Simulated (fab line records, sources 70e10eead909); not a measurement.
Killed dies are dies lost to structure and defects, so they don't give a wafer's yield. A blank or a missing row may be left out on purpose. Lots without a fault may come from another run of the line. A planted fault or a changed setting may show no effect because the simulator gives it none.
Problem report in the 8D (eight disciplines) form, filled by code | flow nand_harc | the parts of the form that need people (team, actions taken, sign-off) are left out

1. THE PROBLEM
run_length_s at NHARC_A_STAIRCASE_ETCH_203 reads a mean of 55.8 s on 6 wafers of 2 lots; wafers without a fault read 62.0 s with a standard deviation of 0.49. That is -13 standard deviations from the usual mean.
The step: etches the open film in C4F8/O2, target depth 100 nm, time 40.5 s.
First seen on wafer L238.3, day 20 06:05, on rie_diel-07. The record holds 33 wafers of 11 lots with a number at this step. Rule for "out", or "out of limits": more than 4 standard deviations from the usual mean. The other wafers with a number count as sound.

2. WHAT IT IS AND WHAT IT IS NOT
question                    | is                     | is not
which readings at this step | run_length_s           | oes_product_au, rf_vpp_V
which lots                  | L238, L240             | L229, L231, L233, L244, L245, L246, L247, L248, L249
which wafers of those lots  | all that have a number | -
read on which tools         | rie_diel-07            | rie_diel-06
when                        | from day 20 06:05      | up to then (9 sound wafers); but 18 sound wafers of L244, L245, L246, L247, L248, L249 came after

3. SUSPECTS, AND WHAT RULES EACH OUT
Counting: a tool at a process step up to the reading stays a suspect if it ran every lot that is out and no sound lot after the first of them.
- rie_diel-07 at NHARC_A_STAIRCASE_TRIM_196 (chemistry O2, time 211.2 s): ruled out as a lasting fault. Sound lots L245, L246, L248, L249 ran on it after its first lot that is out, L238 (day 20 05:08).
- rie_diel-07 at NHARC_A_STAIRCASE_TRIM_198 (chemistry O2, time 211.2 s): ruled out as a lasting fault. Sound lots L245, L246, L248, L249 ran on it after its first lot that is out, L238 (day 20 06:05). NHARC_A_STAIRCASE_TRIM_198 gives no start for some lots, so the hours and the order of its lots are those of NHARC_A_STAIRCASE_ETCH_203.
- rie_diel-07 at NHARC_A_STAIRCASE_ETCH_203 (etches the open film in C4F8/O2, target depth 100 nm, time 40.5 s): ruled out as a lasting fault. Sound lots L245, L246, L248, L249 ran on it after its first lot that is out, L238 (day 20 06:05).
Left after counting: nothing in the record.

4. THE CAUSE (what the simulator had put in)
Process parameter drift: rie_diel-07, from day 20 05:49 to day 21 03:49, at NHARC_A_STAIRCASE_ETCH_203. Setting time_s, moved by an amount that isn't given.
Counting ruled it out, wrongly.

5. THE CHAIN OF EFFECTS, in route order
Each row: a reading whose mean over the struck wafers that have a number lies more than 3 standard deviations from the usual. Only readings for which the record gives a usual standard deviation are gone through. hours: the time from each lot's start at the first step in this table that gives one to its start at this step, as a median over the lots. sigmas: the change in usual standard deviations.
hours | step                       | reading      | usual  | on struck wafers | change | sigmas
0     | NHARC_A_STAIRCASE_ETCH_203 | run_length_s | 62.0 s | 55.8             | -6.2   | -13
The process steps in it:
- NHARC_A_STAIRCASE_ETCH_203: etches the open film in C4F8/O2, target depth 100 nm, time 40.5 s.

6. WHAT WOULD HAVE CAUGHT IT SOONER
In this record the first reading out of limits was taken at day 20 06:05, 0 hours after the fault began at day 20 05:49.
